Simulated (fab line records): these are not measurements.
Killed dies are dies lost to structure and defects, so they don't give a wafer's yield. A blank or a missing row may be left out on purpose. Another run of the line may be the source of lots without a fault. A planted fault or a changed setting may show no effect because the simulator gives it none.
Split-lot study + flow n5_finfet + 39 wafers read across 7 lots, on a route 1938 steps long

THE SPLIT ITSELF
At N5_BEOL_M1_ILD_DEP_00 (deposits SiOC from DEMS/O2, target thk 79 nm, time 15.3 s), the setting time_s was moved away from the recipe's 15.3 s on 12 of the 39 wafers read, by -44.7% to +56.3%. This setting was run at the recipe's value on the other wafers.

The file shows no step between the split and the reading.

THE READING
Values of M1_ILD_THK in nm from N5_BEOL_M1_THK_MEAS_01. Typical for fault-free wafers on this fab line: 79.3 nm, with standard deviation 1.1 nm.

| wafer  | tool, chamber at the split | time_s as run, s | against the recipe | M1_ILD_THK, nm | against lot-mates on the recipe |
|--------|----------------------------|------------------|--------------------|----------------|---------------------------------|
| L074.1 | pecvd-03, 1                | 8.454            | -44.7%             | 44.7           | -35.2                           |
| L074.2 | pecvd-03, 2                | 8.454            | -44.7%             | 45.2           | -34.7                           |
| L074.3 | pecvd-03, 0                | 15.3             | recipe             | 78.7           | -                               |
| L074.4 | pecvd-03, 1                | 8.454            | -44.7%             | 45.5           | -34.4                           |
| L074.5 | pecvd-03, 0                | 15.3             | recipe             | 80.5           | -                               |
| L074.6 | pecvd-03, 2                | 15.3             | recipe             | 80.4           | -                               |
| L076.1 | pecvd-03, 0                | 15.3             | recipe             | 79.3           | -                               |
| L076.2 | pecvd-03, 2                | 23               | +50.3%             | 117.1          | +37.2                           |
| L076.3 | pecvd-03, 1                | 23               | +50.3%             | 117.9          | +38.0                           |
| L076.4 | pecvd-03, 1                | 15.3             | recipe             | 80.7           | -                               |
| L076.5 | pecvd-03, 2                | 15.3             | recipe             | 79.8           | -                               |
| L076.6 | pecvd-03, 0                | 23               | +50.3%             | 120.0          | +40.1                           |
| L077.1 | pecvd-02, 2                | 15.3             | recipe             | 80.9           | -                               |
| L077.4 | pecvd-02, 2                | 15.3             | recipe             | 81.2           | -                               |
| L077.6 | pecvd-02, 2                | 15.3             | recipe             | 80.6           | -                               |
| L080.1 | pecvd-01, 2                | 15.3             | recipe             | 79.6           | -                               |
| L080.2 | pecvd-01, 0                | 15.3             | recipe             | 79.1           | -                               |
| L080.3 | pecvd-01, 1                | 15.3             | recipe             | 79.3           | -                               |
| L080.4 | pecvd-01, 2,1              | 15.3             | recipe             | 81.0           | -                               |
| L080.5 | pecvd-01, 2,1              | 15.3             | recipe             | 81.0           | -                               |
| L080.6 | pecvd-01, 0                | 15.3             | recipe             | 80.3           | -                               |
| L091.1 | pecvd-02, 0                | 23.92            | +56.3%             | 122.6          | +43.8                           |
| L091.2 | pecvd-02, 1                | 23.92            | +56.3%             | 121.8          | +43.0                           |
| L091.3 | pecvd-02, 2                | 15.3             | recipe             | 78.5           | -                               |
| L091.4 | pecvd-02, 2                | 15.3             | recipe             | 79.6           | -                               |
| L091.5 | pecvd-02, 1                | 15.3             | recipe             | 78.2           | -                               |
| L091.6 | pecvd-02, 0                | 23.92            | +56.3%             | 123.4          | +44.6                           |
| L092.1 | pecvd-02, 1                | 15.3             | recipe             | 79.2           | -                               |
| L092.2 | pecvd-02, 2                | 15.3             | recipe             | 78.4           | -                               |
| L092.3 | pecvd-02, 0                | 15.3             | recipe             | 78.7           | -                               |
| L092.4 | pecvd-02, 1,0              | 15.3             | recipe             | 80.2           | -                               |
| L092.5 | pecvd-02, 1,0              | 15.3             | recipe             | 80.2           | -                               |
| L092.6 | pecvd-02, 2                | 15.3             | recipe             | 79.4           | -                               |
| L096.1 | pecvd-03, 2                | 17.69            | +15.6%             | 88.9           | +10.2                           |
| L096.2 | pecvd-03, 1                | 15.3             | recipe             | 78.6           | -                               |
| L096.3 | pecvd-03, 0                | 15.3             | recipe             | 79.7           | -                               |
| L096.4 | pecvd-03, 2                | 15.3             | recipe             | 77.9           | -                               |
| L096.5 | pecvd-03, 0,1              | 17.69            | +15.6%             | 92.7           | +14.0                           |
| L096.6 | pecvd-03, 0,1              | 17.69            | +15.6%             | 92.7           | +14.0                           |
The file does not say which wafer passed through which chamber wherever a row lists several chambers: such a row stands for several wafers.

THE FIT
A straight line over all 39 wafers: M1_ILD_THK changes by +0.767 nm for each +1% of time_s; r = +1.00; the points scatter about the line by 1 nm.
The same after taking each lot's own level away (the mean of its wafers on the recipe; 39 wafers): +0.774 nm for each +1%; r = +1.00; scatter 0.9 nm.
On that fit, the largest move of time_s shifts the reading by 44 nm.
The lots' own levels span 78.73 to 80.90 nm, that is 2.0 times the standard deviation above.
The two slopes agree, so the slope changes little with the lot-to-lot level.
Check: with one of the wafers moved furthest among these (+56.3%) left out of the fit, the line predicts +43.6 nm for it against its lot-mates. It came out at +43.8 nm against them.

THE WHOLE CHAIN: every reading that the file lists as answering this split, in the file's order
| step                   | what it does                                              | reading                                                                            | change (the file's fit)               | r (the file's) |
|------------------------|-----------------------------------------------------------|------------------------------------------------------------------------------------|---------------------------------------|----------------|
| N5_BEOL_M1_ILD_DEP_00  | deposits SiOC from DEMS/O2, target thk 79 nm, time 15.3 s | SiOC_of_BEOL_M1_ILD_DEP_00.thk_nm (the simulator's own value, which no gauge read) | +0.773 nm for each +1% of the setting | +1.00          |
| N5_BEOL_M1_THK_MEAS_01 |                                                           | M1_ILD_THK                                                                         | +0.774 for each +1% of the setting    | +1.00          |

THE FILE'S OWN FIT
M1_ILD_THK changes by +0.774 nm for each +1% of time_s, r = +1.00.
